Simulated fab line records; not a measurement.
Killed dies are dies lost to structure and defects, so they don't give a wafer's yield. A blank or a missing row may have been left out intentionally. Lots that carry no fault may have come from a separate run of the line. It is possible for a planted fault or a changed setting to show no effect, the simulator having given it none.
Matching of chambers -- flow n5-finfet -- N5_BEOL_M0_SAQP_HM_DEP_111 on pecvd-04 has 3 sister chambers
The step deposits SiO2 from SiH4/N2O, target thk 12 nm, time 7.2 s. 14 wafers are shown with their chamber, then 7 later ones without.

EACH WAFER AND ITS CHAMBER
wafer,chamber,showerhead-plenum-p-Torr (Torr),heater-power-w (W),rf-fwd-power-W (W)
L074.2,1,8.21,784,272.0
L074.4,1,8.21,821,271.9
L074.5,0,8.28,798,273.0
L075.3,2,8.25,835,272.7
L075.5,0,8.32,796,271.8
L075.6,2,8.23,839,272.3
L076.2,2,8.23,811,272.4
L076.5,2,8.24,812,272.4
L076.6,0,8.31,794,273.7
L078.3,2,8.25,766,272.6
L078.4,1,8.21,891,272.6
L078.6,2,8.25,775,272.3
L084.2,2,8.24,690,272.0
L084.4,1,8.22,901,272.8

SIGNATURES (averages over the wafers above)
reading,chamber 0,chamber 1,chamber 2,scatter within a chamber
showerhead-plenum-p-Torr,8.3033,8.2125,8.2414,0.0114
heater-power-w,796.00,849.25,789.71,48.3
rf-fwd-power-W,272.833,272.325,272.386,0.499
Rule: for each reading, subtract the chamber's mean from the wafer's reading, divide by that reading's scatter and square the result; add these up over the readings and take the root, which gives the wafer's distance from the chamber. The wafer belongs to the nearest chamber; if the next one is less than 2 further off, it can't be placed. How the scatter is found: for the shown wafers, subtract from each reading the mean of its chamber, square and add these, divide the total by (wafers less chambers), then take the root.

WAFERS MISSING THEIR CHAMBER
wafer,showerhead-plenum-p-Torr (Torr),heater-power-w (W),rf-fwd-power-W (W)
L084.6,8.24,701,272.5
L088.1,8.19,902,273.7
L088.2,8.30,798,270.5
L088.3,8.23,838,272.2
L096.1,8.31,775,271.7
L096.3,8.25,806,273.4
L096.4,8.23,898,273.7

THE CHAMBER EACH PASSED THROUGH
wafer,from the rows above,in truth
L084.6,2,2
L088.1,1,1
L088.2,can't be placed: 0 or 2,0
L088.3,can't be placed: 2 or 1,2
L096.1,0,0
L096.3,can't be placed: 2 or 1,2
L096.4,can't be placed: 1 or 2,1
Correctly placed: 3 of 7. Not placeable from these rows: 4 (in 4, the candidates include the true chamber). Placed wrongly: 0.
